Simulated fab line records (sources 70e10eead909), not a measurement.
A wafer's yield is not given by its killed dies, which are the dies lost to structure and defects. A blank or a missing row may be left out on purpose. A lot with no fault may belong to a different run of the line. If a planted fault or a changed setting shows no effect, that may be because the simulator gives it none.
Chamber matching + flow nand harc + 3 sister chambers for NHARC_A_STAIRCASE_DEP_322 on pecvd-02
The step deposits SiO2, target thk 7200 nm. 3 wafers are shown with their chamber, then 7 later ones without.

== EACH WAFER AND ITS CHAMBER ==
| wafer  | chamber | heater power w (W) |
|--------|---------|--------------------|
| L087.5 | 1       | 686                |
| L090.1 | 2       | 590                |
| L090.4 | 0       | 580                |

== WAFERS WITH NO CHAMBER GIVEN ==
| wafer  | heater power w (W) |
|--------|--------------------|
| L090.5 | 556                |
| L093.1 | 710                |
| L093.2 | 620                |
| L093.5 | 764                |
| L096.3 | 727                |
| L096.5 | 605                |
| L096.6 | 601                |

== THE CHAMBER EACH PASSED THROUGH ==
| wafer  | from the rows above          | in truth                   |
|--------|------------------------------|----------------------------|
| L090.5 | can't be placed: 0 or 2      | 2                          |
| L093.1 | 1                            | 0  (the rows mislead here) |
| L093.2 | can't be placed: 2 or 0 or 1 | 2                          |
| L093.5 | 1                            | 1                          |
| L096.3 | 1                            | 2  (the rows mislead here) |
| L096.5 | can't be placed: 2 or 0 or 1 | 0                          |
| L096.6 | can't be placed: 2 or 0 or 1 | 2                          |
Correctly placed: 1 of 7. Cannot be placed on the basis of these rows: 4; the candidates contain the true chamber in 4. Wrongly placed: 2.
How it was worked out, from the rows above alone: a wafer's distance from a chamber is the root of the sum, over the readings, of the square of ((its reading less the chamber's mean) divided by the reading's scatter). If the next closest chamber is less than 2 further off than the closest, the wafer can't be placed; otherwise it belongs to the closest. For every chamber, the mean is computed from those of its wafers that are shown. The scatter: root of mean squared gap, hidden wafer to nearest shown wafer, with one shown wafer a chamber.
